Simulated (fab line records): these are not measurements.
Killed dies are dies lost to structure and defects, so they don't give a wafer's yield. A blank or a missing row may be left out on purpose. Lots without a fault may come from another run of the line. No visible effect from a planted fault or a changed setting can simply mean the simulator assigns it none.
Split-lot trial    flow n5_finfet    7 lots, 21 wafers read, on a route of 1938 steps

THE SPLIT ITSELF
At N5_BEOL_M5_COAT_71 (time 60 s, resist thk 5 nm), the setting spin_rpm was moved away from the recipe's 1500 rpm on 5 of the 21 wafers read, by -10.1% to +9.7%. All remaining wafers had this setting at the recipe value.

FROM THE SPLIT TO THE READING: what the file shows between them, 3 steps
- N5_BEOL_M5_COAT_05: resist thk 30 nm
- N5_BEOL_M5_EBR_07
- N5_BEOL_M5_DESCUM_16: chemistry O2, time 7 s

THE READING
etch.depth_nm (the simulator's own value, which no gauge read), in nm, at N5_BEOL_M5_ETCH_72 (etches underlayer in N2/H2, target depth 6.5 nm, time 5.2 s). There is no usual value for it anywhere in the file. Here, 16 wafers ran the recipe; their average is 5.013 nm with a standard deviation of 0.016 nm.

wafer   tool, chamber at the split  spin_rpm as run, rpm  against the recipe  etch.depth_nm, nm  against lot-mates on the recipe
L074.2  litho_track-02, 0           1500                  recipe              5.018              -
L074.4  litho_track-02, 0           1500                  recipe              5.023              -
L074.5  litho_track-02, 0           1500                  recipe              4.995              -
L079.1  litho_track-04, 0           1500                  recipe              4.988              -
L079.2  litho_track-04, 0           1646                  +9.7%               4.778              -0.210
L079.5  litho_track-04, 0           1646                  +9.7%               4.772              -0.216
L084.4  litho_track-04, 0           1500                  recipe              5.033              -
L084.5  litho_track-04, 0           1348                  -10.1%              5.31               +0.275
L084.6  litho_track-04, 0           1500                  recipe              5.037              -
L086.4  litho_track-04, 0           1500                  recipe              5.035              -
L086.5  litho_track-04, 0           1500                  recipe              5.037              -
L086.6  litho_track-04, 0           1447                  -3.5%               5.118              +0.082
L089.3  litho_track-02, 0           1500                  recipe              5.008              -
L089.4  litho_track-02, 0           1500                  recipe              4.995              -
L089.6  litho_track-02, 0           1500                  recipe              5                  -
L093.1  litho_track-04, 0           1500                  recipe              5.004              -
L093.4  litho_track-04, 0           1500                  recipe              5.017              -
L093.5  litho_track-04, 0           1500                  recipe              5.023              -
L096.1  litho_track-02, 0           1500                  recipe              5                  -
L096.2  litho_track-02, 0           1500                  recipe              4.995              -
L096.6  litho_track-02, 0           1639                  +9.3%               4.792              -0.206

THE FIT
A straight line over all 21 wafers: etch.depth_nm changes by -0.0259 nm for each +1% of spin_rpm; r = -0.99; the points scatter about the line by 0.018 nm.
The same after taking each lot's own level away (the mean of its wafers on the recipe; 21 wafers): -0.0235 nm for each +1%; r = -0.99; scatter 0.011 nm.
According to that fit, moving spin_rpm by its largest amount changes the reading by 0.24 nm.
Across the lots, their own levels run from 4.9880 to 5.0360 nm, a range of 2.9 times the standard deviation given above.
In other words, the slope is changed by the lot-to-lot level; the two fits disagree.
Check: with one of the wafers moved furthest among these (-10.1%) left out of the fit, the line predicts +0.224 nm for it against its lot-mates. It came out at +0.275 nm against them.

FURTHER SPLITS ON THESE WAFERS
These wafers also went through other splits before the reading. Each is held against what the fit with the lots' levels taken away leaves over:
other split on the same wafers     wafers away from the commonest value  r with etch.depth_nm (lot level and that fit taken away)
N5_BEOL_M5_HM_DEP_02 target_thk_a  3                                     -0.07

FILE'S OWN FIT
etch.depth_nm changes by -0.0239 nm for each +1% of spin_rpm, r = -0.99.
